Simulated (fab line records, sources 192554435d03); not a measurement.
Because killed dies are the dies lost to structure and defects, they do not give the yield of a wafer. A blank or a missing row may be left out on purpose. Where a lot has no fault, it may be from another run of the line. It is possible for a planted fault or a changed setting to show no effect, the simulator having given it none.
fab line records	flow n5Finfet
record lots=24	wafers=72	lastDay=17
route steps=1938 shown FIN_SAQP@130 FIN_CUT@169 SD_EPI_N@287 SD_ACTIVATION@330
lots that met no fault: from a run of the same line without faults
startH: hours from the record's first day to the start of the lot's first wafer shown	waitH: hours from the lot's prior step to this one	" the same as in the row above	L1.1+2: a single row standing in for several wafers	- value missing, or start not given	* or withheld: withheld	< > ~ a bound
route shown NAME@n: names a module that has steps shown in the file, with the first one's number in the route	usual: mean and standard deviation over wafers with no fault	same: alike in all rows	chamber/n: place in a boat	sites: per-site readings	_std_site: the standard deviation of these	_edge_site: outer sites' mean less inner sites'	radiusMm: how far each site lies from the wafer's centre	mask NAME#n: copy n	behind: the tool/chamber that last shaped the wafer	hold: the reason the lot was held/the length of the hold in hours/how it ended	device: transistor that didn't switch, given as n, p or np	end of line: the route-end tests of the same wafers	a step without rows: its recipe alone	killed: the dies lost at the first sort to structure and to defects; this is not the yield of the wafer	map: a wafer's dies, marking killed ones x, the rest . and places with no die _
set.NAME: the setting that was run; set.NAME@STEP: the one run at that earlier step	model.NAME: the simulator's own value behind a step, which no gauge read
a sample of lots followed through the steps of the route, with each step as a table and each wafer as a row
services: when a tool's chamber went out of use (startH, in hours from the record's first day, below 0 if earlier), for how many hours, and the reason
## steps
# step N5_FIN_SAQP_ETCH_65
# recipe chemistry=CF4	target=SiO2	targetDepthA=40	ionEnergyEv=350	timeS=4.4	pressureMtorr=10	icpW=800	biasW=400	cf4FlowSccm=80
# usual drypumpMotorCurrentA=5.8/0.47	oesProductAu=0.993/0.022	throttleValvePct=21.85/0.26
lot.wafer	tool	chamber	startH	waitH	drypumpMotorCurrentA	oesProductAu	rfHoursCounterH	throttleValvePct
L074.3	rieSi-01	0	24.95	0.1	5.1	0.977	95	21.88
L074.5	"	1	"	"	6.3	0.989	-	21.93
L074.6	"	2	"	"	5.4	0.983	-	21.97
L075.3	rieSi-04	0	29.88	0.1	6.6	0.996	7	21.66
L075.4	"	3	"	"	5.2	1.011	102	21.95
L075.6	"	1	"	"	5.9	0.984	-	21.92
L076.3	rieSi-01	1	36.62	0.1	6.3	0.989	56	21.93
L076.4	"	3	"	"	6.0	0.977	37	22.41
L076.6	"	1	"	"	6.3	0.985	-	21.94
L077.2	rieSi-02	2	42.72	0.1	6.1	1.003	0	21.54
L077.5	"	3	"	"	5.7	0.965	-	21.97
L077.6	"	2	"	"	6.1	0.994	-	21.54
L078.1	rieSi-04	0	48.09	0.1	6.6	1.000	8	21.65
L078.3	"	3	"	"	5.2	1.010	103	21.95
L078.6	"	3	"	"	5.2	1.025	-	21.94
L079.1	rieSi-02	1	53.91	0.1	6.3	1.026	32	21.73
L079.3	"	2	"	"	6.1	1.008	0	21.54
L079.5	"	1	"	"	6.3	1.030	-	21.73
L080.1	rieSi-02	3	61.09	0.1	5.7	0.958	55	21.95
L080.2	"	2	"	"	6.1	0.995	0	21.54
L080.4	"	1	"	"	6.3	1.017	-	21.73
L081.2	rieSi-02	3	68.52	0.1	5.7	0.965	55	21.94
L081.5	"	1	"	"	6.3	1.022	-	21.73
L081.6	"	2	"	"	6.1	1.017	-	21.53
L082.1	rieSi-01	3	72.55	0.1	6.0	0.991	38	22.41
L082.2	"	1	"	"	6.3	0.997	57	21.95
L082.3	"	0	"	"	5.1	0.975	96	21.88
L083.3	rieSi-02	3	78.52	0.1	5.7	0.954	55	21.96
L083.4	"	2	"	"	6.1	0.999	-	21.54
L083.5	"	3	"	"	5.7	0.945	-	21.96
L084.3	rieSi-02	2	84.30	0.1	6.1	1.001	1	21.54
L084.4	"	2	"	"	6.1	0.994	-	21.56
L084.6	"	3	"	"	5.7	0.960	-	21.95
L085.2	rieSi-04	2	91.26	0.1	5.1	1.025	188	21.29
L085.4	"	0	"	"	6.6	1.018	8	21.66
L085.5	"	3	"	"	5.2	1.016	-	21.94
L086.2	rieSi-01	0	97.22	0.1	5.1	0.970	96	21.88
L086.3	"	3	"	"	6.0	0.987	38	22.42
L086.5	"	2	"	"	5.4	0.972	-	22.00
L087.3	rieSi-02	2	103.53	0.1	6.1	0.999	1	21.55
L087.4	"	0	"	"	5.1	1.014	26	21.70
L087.5	"	0	"	"	5.1	1.020	-	21.71
L088.1	rieSi-01	2	107.45	0.1	5.4	0.971	102	22.00
L088.3	"	1	"	"	6.3	0.995	58	21.94
L088.5	"	1	"	"	6.3	1.001	-	21.95
L089.1	rieSi-02	3	114.04	0.1	5.7	0.952	56	21.94
L089.5	"	0	"	"	5.1	1.023	-	21.70
L089.6	"	1	"	"	6.3	1.016	-	21.74
L090.2	rieSi-02	0	120.17	0.1	5.1	1.023	27	21.70
L090.5	"	0	"	"	5.1	1.035	-	21.70
L090.6	"	3	"	"	5.7	0.959	-	21.97
L091.1	rieSi-02	0	126.26	0.1	5.1	1.035	27	21.71
L091.2	"	1	"	"	6.3	1.025	34	21.74
L091.6	"	2	"	"	6.1	1.004	-	21.54
L092.1	rieSi-01	2	133.00	0.1	5.4	0.973	103	21.99
L092.3	"	3	"	"	6.0	0.983	39	22.41
L092.4	"	0	"	"	5.1	0.959	97	21.87
L093.2	rieSi-01	1	139.65	0.1	6.3	0.998	58	21.94
L093.4	"	2	"	"	5.4	0.969	103	22.01
L093.5	"	1	"	"	6.3	0.989	-	21.92
L094.1	rieSi-01	0	145.51	0.1	5.1	0.980	97	21.87
L094.2	"	2	"	"	5.4	0.978	103	22.00
L094.3	"	3	"	"	6.0	0.987	39	22.40
L095.2	rieSi-02	2	150.27	0.1	6.1	1.005	2	21.53
L095.3	"	0	"	"	5.1	1.034	27	21.70
L095.5	"	3	"	"	5.7	0.958	-	21.96
L096.2	rieSi-04	2	157.27	0.1	5.1	1.020	189	21.29
L096.4	"	1	"	"	5.9	0.986	60	21.92
L096.5	"	2	"	"	5.1	1.002	-	21.29
L097.1	rieSi-01	3	162.47	0.1	6.0	0.977	40	22.40
L097.3	"	1	"	"	6.3	0.982	59	21.93
L097.5	"	3	"	"	6.0	0.965	-	22.41
# step N5_FIN_SAQP_SPACER2_ALD_28
# recipe material=SiO2	targetThkA=81	tempC=300	aldPrecursorFamily=BDEAS	aldCoReactant=O2-plasma	pulseTimeS=1	purgeTimeS=2	coReactantPurgeTimeS=2	pressureTorr=2
# usual heaterPowerW=454/42	precursorPulseHeightRel=1.000/0.022
# same purgeTimeS=2
lot.wafer	tool	chamber	startH	waitH	heaterPowerW	precursorPulseHeightRel
L074.3	aldSin-04	0	25.82	0.1	431	1.011
L074.5	"	0	"	"	431	0.998
L074.6	"	1	"	"	490	0.970
L075.3	aldSin-03	3	30.81	0.1	493	0.994
L075.4	"	1	"	"	391	0.985
L075.6	"	3	"	"	486	0.964
L076.3	aldSin-02	3	37.49	0.1	440	1.032
L076.4	"	2	"	"	504	0.983
L076.6	"	1	"	"	442	0.968
L077.2	aldSin-04	1	43.59	0.1	495	0.987
L077.5	"	2	"	"	526	1.038
L077.6	"	1	"	"	478	1.014
L078.1	aldSin-02	2	48.95	0.1	487	0.983
L078.3	"	0	"	"	430	1.019
L078.6	"	0	"	"	439	0.992
L079.1	aldSin-03	0	55.44	0.7	461	0.993
L079.3	"	1	"	"	404	0.990
L079.5	"	3	"	"	468	0.981
L080.1	aldSin-04	3	62.04	0.1	462	0.953
L080.2	"	2	"	"	536	0.975
L080.4	"	0	"	"	440	1.013
L081.2	aldSin-03	3	69.39	0.1	488	1.001
L081.5	"	2	"	"	393	1.015
L081.6	"	3	"	"	485	0.994
L082.1	aldSin-03	0	73.46	0.1	455	1.002
L082.2	"	2	"	"	390	0.989
L082.3	"	3	"	"	481	1.018
L083.3	aldSin-04	0	79.40	0.1	427	1.002
L083.4	"	1	"	"	501	1.028
L083.5	"	3	"	"	454	0.993
L084.3	aldSin-03	3	85.56	0.2	491	1.010
L084.4	"	0	"	"	469	0.997
L084.6	"	1	"	"	392	1.007
L085.2	aldSin-02	3	92.12	0.1	435	1.021
L085.4	"	1	"	"	448	0.976
L085.5	"	2	"	"	506	1.031
L086.2	aldSin-02	3	99.58	1.3	437	0.971
L086.3	"	1	"	"	443	1.033
L086.5	"	0	"	"	426	1.002
L087.3	aldSin-04	2	104.39	0.1	562	0.993
L087.4	"	1	"	"	464	1.005
L087.5	"	2	"	"	563	1.008
L088.1	aldSin-02	0	108.32	0.1	428	1.004
L088.3	"	2	"	"	513	0.967
L088.5	"	2	"	"	499	0.967
L089.1	aldSin-03	0	114.93	0.1	464	0.984
L089.5	"	0	"	"	466	0.993
L089.6	"	3	"	"	492	1.013
L090.2	aldSin-04	2	121.04	0.1	582	0.985
L090.5	"	0	"	"	443	1.011
L090.6	"	1	"	"	487	0.974
L091.1	aldSin-03	3	127.34	0.1	485	1.027
L091.2	"	0	"	"	465	1.003
L091.6	"	1	"	"	388	1.019
L092.1	aldSin-03	1	135.16	1.4	404	1.006
L092.3	"	2	"	"	399	1.006
L092.4	"	0	"	"	451	0.953
L093.2	aldSin-04	2	140.53	0.1	562	0.981
L093.4	"	3	"	"	439	0.977
L093.5	"	1	"	"	483	1.009
L094.1	aldSin-02	2	146.50	0.2	498	0.988
L094.2	"	0	"	"	438	0.993
L094.3	"	3	"	"	442	1.016
L095.2	aldSin-03	3	151.34	0.2	490	0.996
L095.3	"	1	"	"	394	0.995
L095.5	"	1	"	"	396	1.012
L096.2	aldSin-03	2	158.81	0.8	404	0.945
L096.4	"	0	"	"	461	0.958
L096.5	"	2	"	"	384	0.996
L097.1	aldSin-02	0	163.37	0.1	446	1.017
L097.3	"	2	"	"	509	1.013
L097.5	"	2	"	"	509	0.978
# step N5_FIN_CUT_ETCH_21
# recipe chemistry=N2/H2	target=SOC	targetDepthA=2190	overetchA=438	maskMaterial=SiARC	tempC=40	ionEnergyEv=100	biasW=61	timeS=523.5	pressureMtorr=30	sourceW=850	n2FlowSccm=200	h2FlowSccm=200
# usual drypumpMotorCurrentA=5.6/0.47	oesProductAu=0.68/0.042	rfVppV=240.7/1.4	showerheadPlenumPTorr=2.54/0.083	throttleValvePct=17.88/0.27
lot.wafer	tool	chamber	startH	waitH	drypumpMotorCurrentA	oesProductAu	rfHoursCounterH	rfVppV	showerheadPlenumPTorr	throttleValvePct
L074.3	rieDiel-04	1	27.44	0.0	6.1	0.66	212	241.0	2.52	17.93
L074.5	"	0	"	"	4.7	0.68	-	238.3	2.44	18.06
L074.6	"	1	"	"	6.1	0.66	-	240.7	2.52	17.92
L075.3	rieDiel-03	0	32.52	0.0	5.7	0.71	98	242.4	2.69	18.02
L075.4	"	0	"	"	5.6	0.72	-	241.7	2.69	18.04
L075.6	"	1	"	"	5.7	0.71	-	241.3	2.54	17.90
L076.3	rieDiel-04	1	39.24	0.0	6.1	0.66	216	239.4	2.52	17.93
L076.4	"	2	"	"	5.8	0.71	131	241.3	2.66	17.40
L076.6	"	1	"	"	6.1	0.65	-	242.2	2.52	17.92
L077.2	rieDiel-01	3	45.39	0.0	5.8	0.69	144	239.9	2.45	17.75
L077.5	"	3	"	"	5.8	0.70	-	239.2	2.45	17.73
L077.6	"	0	"	"	5.3	0.66	-	243.0	2.61	18.11
L078.1	rieDiel-04	1	50.72	0.0	6.1	0.64	219	240.2	2.51	17.92
L078.3	"	0	"	"	4.7	0.68	154	239.0	2.44	18.08
L078.6	"	1	"	"	6.1	0.65	-	242.3	2.51	17.89
L079.1	rieDiel-04	2	57.20	0.0	5.8	0.70	136	242.0	2.66	17.40
L079.3	"	0	"	"	4.7	0.67	156	238.2	2.44	18.08
L079.5	"	1	"	"	6.1	0.65	-	238.9	2.51	17.93
L080.1	rieDiel-04	3	64.15	0.0	5.9	0.67	193	240.7	2.52	18.13
L080.2	"	0	"	"	4.7	0.67	158	238.3	2.44	18.08
L080.4	"	1	"	"	6.1	0.64	223	240.8	2.51	17.94
L081.2	rieDiel-04	1	71.03	0.0	6.1	0.65	225	239.7	2.51	17.93
L081.5	"	2	"	"	5.7	0.69	-	242.2	2.65	17.41
L081.6	"	1	"	"	6.1	0.64	-	241.8	2.51	17.95
L082.1	rieDiel-01	3	75.31	0.0	5.8	0.69	153	240.1	2.45	17.74
L082.2	"	0	"	"	5.3	0.66	224	243.6	2.61	18.13
L082.3	"	1	"	"	6.0	0.86	9	241.9	2.59	17.31
L083.3	rieDiel-04	0	81.57	0.0	4.7	0.66	163	239.0	2.43	18.10
L083.4	"	1	"	"	6.1	0.65	229	241.7	2.51	17.94
L083.5	"	1	"	"	6.1	0.65	-	241.8	2.51	17.95
L084.3	rieDiel-01	3	87.48	0.0	5.8	0.69	156	239.3	2.44	17.75
L084.4	"	0	"	"	5.3	0.65	226	241.3	2.60	18.11
L084.6	"	2	"	"	6.3	0.70	-	240.8	2.55	17.96
L085.2	rieDiel-04	2	93.87	0.0	5.7	0.69	148	243.0	2.65	17.43
L085.4	"	3	"	"	5.9	0.67	202	239.4	2.52	18.17
L085.5	"	0	"	"	4.7	0.66	-	239.5	2.43	18.10
L086.2	rieDiel-04	2	101.45	0.0	5.8	0.68	150	243.6	2.65	17.43
L086.3	"	0	"	"	4.7	0.66	169	238.5	2.43	18.11
L086.5	"	3	"	"	5.9	0.67	-	239.8	2.52	18.16
L087.3	rieDiel-03	3	106.52	0.0	5.2	0.71	154	242.5	2.64	17.80
L087.4	"	1	"	"	5.7	0.70	156	239.8	2.53	17.92
L087.5	"	1	"	"	5.7	0.71	-	239.5	2.53	17.92
L088.1	rieDiel-03	3	111.64	0.0	5.3	0.70	156	243.4	2.64	17.78
L088.3	"	0	"	"	5.7	0.69	128	240.1	2.68	18.09
L088.5	"	1	"	"	5.7	0.70	-	240.9	2.53	17.91
L089.1	rieDiel-03	1	117.27	0.0	5.8	0.70	161	240.0	2.53	17.94
L089.5	"	1	"	"	5.8	0.70	-	240.3	2.53	17.93
L089.6	"	0	"	"	5.7	0.69	-	242.0	2.68	18.07
L090.2	rieDiel-04	1	123.19	0.0	6.1	0.63	245	239.0	2.50	17.96
L090.5	"	0	"	"	4.7	0.65	-	239.1	2.43	18.12
L090.6	"	1	"	"	6.1	0.63	-	240.0	2.50	17.97
L091.1	rieDiel-04	0	129.29	0.0	4.7	0.65	182	240.4	2.43	18.12
L091.2	"	1	"	"	6.1	0.63	246	240.4	2.50	17.98
L091.6	"	0	"	"	4.7	0.65	-	239.2	2.43	18.14
L092.1	rieDiel-04	0	136.81	0.0	4.7	0.65	185	239.9	2.43	18.13
L092.3	"	2	"	"	5.7	0.68	165	242.9	2.64	17.47
L092.4	"	0	"	"	4.7	0.65	-	239.5	2.43	18.14
L093.2	rieDiel-01	2	142.35	0.0	6.3	0.69	153	241.4	2.55	17.99
L093.4	"	0	"	"	5.3	0.65	237	241.6	2.60	18.15
L093.5	"	3	"	"	5.8	0.69	-	240.1	2.44	17.76
L094.1	rieDiel-04	0	148.35	0.0	4.7	0.65	189	238.1	2.42	18.13
L094.2	"	2	"	"	5.8	0.68	170	241.9	2.64	17.47
L094.3	"	1	"	"	6.1	0.63	254	241.3	2.50	18.00
L095.2	rieDiel-01	3	153.10	0.0	5.8	0.68	168	240.6	2.44	17.77
L095.3	"	0	"	"	5.3	0.65	240	241.8	2.60	18.14
L095.5	"	0	"	"	5.3	0.64	-	241.0	2.60	18.14
L096.2	rieDiel-04	0	160.53	0.0	4.7	0.64	195	239.9	2.42	18.15
L096.4	"	0	"	"	4.7	0.65	-	238.1	2.42	18.14
L096.5	"	3	"	"	6.0	0.66	-	239.6	2.51	18.16
L097.1	rieDiel-04	0	165.35	0.0	4.7	0.64	197	238.8	2.42	18.16
L097.3	"	2	"	"	5.7	0.67	177	241.7	2.64	17.48
L097.5	"	3	"	"	5.9	0.66	-	239.7	2.51	18.19
# step N5_SD_EPI_N_VAPOR_ETCH_50
# recipe chemistry=HCl	target=Si	tempC=775	timeS=54	pressureTorr=20	mode=isotropic
# usual throttleValvePct=11.9/0.39
lot.wafer	tool	chamber	startH	waitH	throttleValvePct
L074.3	epiRpcvd-02	0	50.05	0.2	11.7
L074.5	"	0	"	"	11.6
L074.6	"	0	"	"	11.5
L075.3	epiRpcvd-01	0	54.92	0.2	12.0
L075.4	"	0	"	"	12.7
L075.6	"	0	"	"	12.2
L076.3	epiRpcvd-01	0	71.75	0.2	12.6
L076.4	"	0	"	"	12.3
L076.6	"	0	"	"	12.4
L077.2	epiRpcvd-02	0	75.74	0.3	11.6
L077.5	"	0	"	"	12.0
L077.6	"	0	"	"	11.6
L078.1	epiRpcvd-02	0	80.06	0.4	11.7
L078.3	"	0	"	"	11.6
L078.6	"	0	"	"	11.4
L079.1	epiRpcvd-03	0	83.74	0.4	11.6
L079.3	"	0	"	"	11.6
L079.5	"	0	"	"	11.6
L080.1	epiRpcvd-02	0	86.47	0.3	11.6
L080.2	"	0	"	"	11.7
L080.4	"	0	"	"	11.8
L081.2	epiRpcvd-03	0	96.00	0.3	11.8
L081.5	"	0	"	"	11.9
L081.6	"	0	"	"	11.8
L082.1	epiRpcvd-01	0	98.81	0.4	12.5
L082.2	"	0	"	"	12.5
L082.3	"	0	"	"	12.5
L083.3	epiRpcvd-03	0	104.86	0.2	11.6
L083.4	"	0	"	"	11.8
L083.5	"	0	"	"	11.6
L084.3	epiRpcvd-02	0	112.88	0.2	11.6
L084.4	"	0	"	"	11.9
L084.6	"	0	"	"	11.9
L085.2	epiRpcvd-01	0	125.73	0.3	12.2
L085.4	"	0	"	"	12.2
L085.5	"	0	"	"	12.8
L086.2	epiRpcvd-03	0	125.95	0.3	11.6
L086.3	"	0	"	"	11.8
L086.5	"	0	"	"	11.8
L087.3	epiRpcvd-02	0	131.07	0.2	11.7
L087.4	"	0	"	"	11.8
L087.5	"	0	"	"	11.7
L088.1	epiRpcvd-03	0	137.88	0.4	11.9
L088.3	"	0	"	"	11.7
L088.5	"	0	"	"	11.7
L089.1	epiRpcvd-01	0	139.95	0.3	12.5
L089.5	"	0	"	"	12.6
L089.6	"	0	"	"	12.5
L090.2	epiRpcvd-03	0	149.15	0.5	11.8
L090.5	"	0	"	"	11.7
L090.6	"	0	"	"	12.0
L091.1	epiRpcvd-02	0	155.53	0.3	11.6
L091.2	"	0	"	"	11.4
L091.6	"	0	"	"	11.5
L092.1	epiRpcvd-02	0	164.19	0.3	11.6
L092.3	"	0	"	"	11.9
L092.4	"	0	"	"	11.5
L093.2	epiRpcvd-02	0	168.66	0.3	11.8
L093.4	"	0	"	"	11.8
L093.5	"	0	"	"	11.6
L094.1	epiRpcvd-01	0	172.08	0.3	12.5
L094.2	"	0	"	"	12.4
L094.3	"	0	"	"	12.6
L095.2	epiRpcvd-01	0	176.06	0.3	12.5
L095.3	"	0	"	"	12.6
L095.5	"	0	"	"	12.2
L096.2	epiRpcvd-01	0	185.89	0.3	12.1
L096.4	"	0	"	"	12.6
L096.5	"	0	"	"	12.4
L097.1	epiRpcvd-02	0	188.19	0.3	11.9
L097.3	"	0	"	"	11.7
L097.5	"	0	"	"	11.5
# step N5_SD_ACTIVATION_RTA_00
# recipe tempC=975	timeS=0	ambient=N2	idleTempC=600	rampUpCPerS=150	rampDownCPerS=60	coolToC=600
# usual lampPowerPct=8.95/0.053	lamp_zone_3_pct=8.952/0.028	wafer_temp_C_max=975.0/2.1
lot.wafer	tool	chamber	startH	waitH	lampPowerPct	lamp_zone_3_pct	wafer_temp_C_max
L074.3	rtpAnneal-01	0	57.69	0.1	8.96	8.965	975.3
L074.5	"	0	"	"	8.86	8.928	977.5
L074.6	"	0	"	"	8.98	8.948	972.3
L075.3	rtpAnneal-02	0	61.86	0.1	8.91	8.985	977.3
L075.4	"	0	"	"	8.90	8.927	978.2
L075.6	"	0	"	"	9.08	8.897	970.9
L076.3	rtpAnneal-02	0	78.55	0.3	8.89	8.889	972.6
L076.4	"	0	"	"	8.97	8.904	974.6
L076.6	"	0	"	"	9.02	8.977	977.4
L077.2	rtpAnneal-01	0	82.57	0.1	8.96	8.954	978.2
L077.5	"	0	"	"	9.02	8.944	974.3
L077.6	"	0	"	"	9.00	8.922	974.3
L078.1	rtpAnneal-02	0	87.37	0.0	8.95	8.925	973.0
L078.3	"	0	"	"	8.89	9.004	973.3
L078.6	"	0	"	"	8.90	8.993	969.8
L079.1	rtpAnneal-01	0	91.66	0.6	8.93	8.954	976.8
L079.3	"	0	"	"	8.96	8.947	973.1
L079.5	"	0	"	"	8.80	8.923	977.5
L080.1	rtpAnneal-02	0	94.14	0.0	8.90	8.952	976.7
L080.2	"	0	"	"	8.95	8.972	975.7
L080.4	"	0	"	"	9.07	8.972	972.8
L081.2	rtpAnneal-01	0	103.60	0.1	8.98	8.961	974.6
L081.5	"	0	"	"	8.98	8.950	975.0
L081.6	"	0	"	"	8.91	8.950	973.1
L082.1	rtpAnneal-02	0	107.14	0.2	8.87	8.951	978.4
L082.2	"	0	"	"	8.96	8.914	976.5
L082.3	"	0	"	"	8.91	8.952	977.0
L083.3	rtpAnneal-02	0	111.60	0.1	9.05	8.977	975.1
L083.4	"	0	"	"	8.92	8.980	976.4
L083.5	"	0	"	"	9.01	8.946	972.5
L084.3	rtpAnneal-02	0	120.62	0.1	8.96	8.980	974.5
L084.4	"	0	"	"	9.00	8.987	976.5
L084.6	"	0	"	"	8.88	8.912	975.5
L085.2	rtpAnneal-01	0	132.45	0.1	8.89	8.919	978.3
L085.4	"	0	"	"	8.96	8.956	977.8
L085.5	"	0	"	"	8.95	8.936	976.9
L086.2	rtpAnneal-02	0	133.57	0.1	8.92	8.934	976.7
L086.3	"	0	"	"	8.95	8.935	974.5
L086.5	"	0	"	"	8.96	8.990	971.9
L087.3	rtpAnneal-02	0	139.20	0.2	8.93	8.959	976.3
L087.4	"	0	"	"	8.98	8.974	976.8
L087.5	"	0	"	"	8.91	8.899	974.1
L088.1	rtpAnneal-02	0	146.25	0.3	8.94	8.929	971.5
L088.3	"	0	"	"	8.86	8.963	976.7
L088.5	"	0	"	"	9.03	8.954	976.5
L089.1	rtpAnneal-01	0	146.72	0.1	8.98	8.939	976.8
L089.5	"	0	"	"	8.97	8.960	974.0
L089.6	"	0	"	"	8.92	8.986	977.2
L090.2	rtpAnneal-01	0	158.35	0.1	8.98	8.967	973.3
L090.5	"	0	"	"	8.87	8.969	976.4
L090.6	"	0	"	"	8.96	8.956	976.4
L091.1	rtpAnneal-01	0	163.92	0.0	9.01	8.935	974.5
L091.2	"	0	"	"	8.96	8.933	976.3
L091.6	"	0	"	"	8.93	8.936	974.9
L092.1	rtpAnneal-01	0	171.82	0.0	8.89	8.910	976.7
L092.3	"	0	"	"	8.85	8.914	977.5
L092.4	"	0	"	"	8.98	8.964	975.7
L093.2	rtpAnneal-02	0	176.16	0.1	8.92	8.917	973.1
L093.4	"	0	"	"	9.02	8.937	971.2
L093.5	"	0	"	"	9.05	8.915	976.3
L094.1	rtpAnneal-02	0	179.92	0.0	8.89	8.971	979.2
L094.2	"	0	"	"	8.91	8.972	974.8
L094.3	"	0	"	"	8.99	8.920	977.6
L095.2	rtpAnneal-02	0	182.75	0.1	8.96	8.947	972.3
L095.3	"	0	"	"	8.93	8.951	974.2
L095.5	"	0	"	"	8.86	8.954	975.6
L096.2	rtpAnneal-01	0	192.67	0.1	8.90	8.945	975.3
L096.4	"	0	"	"	8.88	8.927	973.5
L096.5	"	0	"	"	8.93	8.928	975.8
L097.1	rtpAnneal-02	0	195.18	0.0	8.93	8.918	971.9
L097.3	"	0	"	"	8.96	8.937	978.1
L097.5	"	0	"	"	8.98	8.917	974.3
# step N5_SD_ACTIVATION_LSA_01
# recipe tempC=1080	timeS=0.0008	ambient=N2
# usual wafer_temp_C_max=1086.0/1.5
lot.wafer	tool	chamber	startH	waitH	wafer_temp_C_max
L074.3	laserAnneal-01	0	57.89	0.2	1084.0
L074.5	"	0	"	"	1083.2
L074.6	"	0	"	"	1085.1
L075.3	laserAnneal-02	0	62.06	0.2	1087.5
L075.4	"	0	"	"	1086.9
L075.6	"	0	"	"	1086.2
L076.3	laserAnneal-01	0	78.75	0.2	1085.4
L076.4	"	0	"	"	1085.1
L076.6	"	0	"	"	1083.8
L077.2	laserAnneal-02	0	82.77	0.2	1088.8
L077.5	"	0	"	"	1086.1
L077.6	"	0	"	"	1086.2
L078.1	laserAnneal-01	0	87.57	0.2	1085.3
L078.3	"	0	"	"	1084.5
L078.6	"	0	"	"	1084.1
L079.1	laserAnneal-02	0	92.04	0.3	1086.9
L079.3	"	0	"	"	1088.7
L079.5	"	0	"	"	1087.1
L080.1	laserAnneal-01	0	94.36	0.2	1084.4
L080.2	"	0	"	"	1083.6
L080.4	"	0	"	"	1085.9
L081.2	laserAnneal-02	0	103.80	0.2	1087.3
L081.5	"	0	"	"	1086.1
L081.6	"	0	"	"	1085.7
L082.1	laserAnneal-01	0	107.52	0.3	1086.2
L082.2	"	0	"	"	1085.8
L082.3	"	0	"	"	1085.9
L083.3	laserAnneal-02	0	111.93	0.3	1086.7
L083.4	"	0	"	"	1087.0
L083.5	"	0	"	"	1087.6
L084.3	laserAnneal-02	0	120.82	0.2	1087.3
L084.4	"	0	"	"	1087.8
L084.6	"	0	"	"	1088.2
L085.2	laserAnneal-01	0	132.67	0.2	1086.0
L085.4	"	0	"	"	1083.7
L085.5	"	0	"	"	1084.5
L086.2	laserAnneal-02	0	133.77	0.2	1087.3
L086.3	"	0	"	"	1087.4
L086.5	"	0	"	"	1086.6
L087.3	laserAnneal-01	0	139.40	0.2	1085.4
L087.4	"	0	"	"	1085.1
L087.5	"	0	"	"	1086.2
L088.1	laserAnneal-01	0	146.45	0.2	1085.1
L088.3	"	0	"	"	1084.9
L088.5	"	0	"	"	1083.9
L089.1	laserAnneal-01	0	146.92	0.2	1085.8
L089.5	"	0	"	"	1085.6
L089.6	"	0	"	"	1084.9
L090.2	laserAnneal-02	0	158.56	0.2	1085.5
L090.5	"	0	"	"	1085.7
L090.6	"	0	"	"	1086.2
L091.1	laserAnneal-01	0	164.12	0.2	1083.8
L091.2	"	0	"	"	1084.5
L091.6	"	0	"	"	1084.9
L092.1	laserAnneal-02	0	172.02	0.2	1084.2
L092.3	"	0	"	"	1086.8
L092.4	"	0	"	"	1085.3
L093.2	laserAnneal-01	0	176.36	0.2	1084.4
L093.4	"	0	"	"	1084.7
L093.5	"	0	"	"	1083.5
L094.1	laserAnneal-02	0	180.12	0.2	1087.5
L094.2	"	0	"	"	1086.8
L094.3	"	0	"	"	1088.2
L095.2	laserAnneal-01	0	182.97	0.2	1085.3
L095.3	"	0	"	"	1087.0
L095.5	"	0	"	"	1085.4
L096.2	laserAnneal-02	0	192.87	0.2	1087.0
L096.4	"	0	"	"	1087.8
L096.5	"	0	"	"	1088.2
L097.1	laserAnneal-01	0	195.38	0.2	1087.5
L097.3	"	0	"	"	1084.3
L097.5	"	0	"	"	1085.4
## services
tool	chamber	startH	hours	kind
rieDiel-04	0	1.82	6.5	repair
aldSin-03	1	16.07	8.5	repair
aldSin-03	2	16.97	14.5	repair
rieSi-01	0	38.30	12.5	repair
rieSi-02	0	53.61	35.2	repair
aldSin-03	-	59.72	6.0	pm
aldSin-02	0	64.17	15.5	repair
laserAnneal-02	-	67.18	2.9	repair
rieSi-01	2	72.24	3.2	repair
aldSin-02	3	77.70	2.4	repair
aldSin-03	0	108.65	1.6	repair
rieSi-02	-	109.18	0.2	repair
rieDiel-04	3	109.90	12.2	repair
aldSin-03	1	110.91	6.8	repair
laserAnneal-01	-	111.34	2.3	pm
laserAnneal-01	-	117.13	3.8	repair
laserAnneal-02	-	120.94	2.7	pm
laserAnneal-01	-	123.75	3.7	pm
rieDiel-04	3	126.58	27.6	repair
rieDiel-04	-	138.91	0.5	repair
laserAnneal-02	-	141.37	7.4	pm
rieSi-01	-	153.26	2.8	pm
rieSi-01	-	183.46	0.2	repair
laserAnneal-01	-	185.29	9.1	repair
## key
fault none
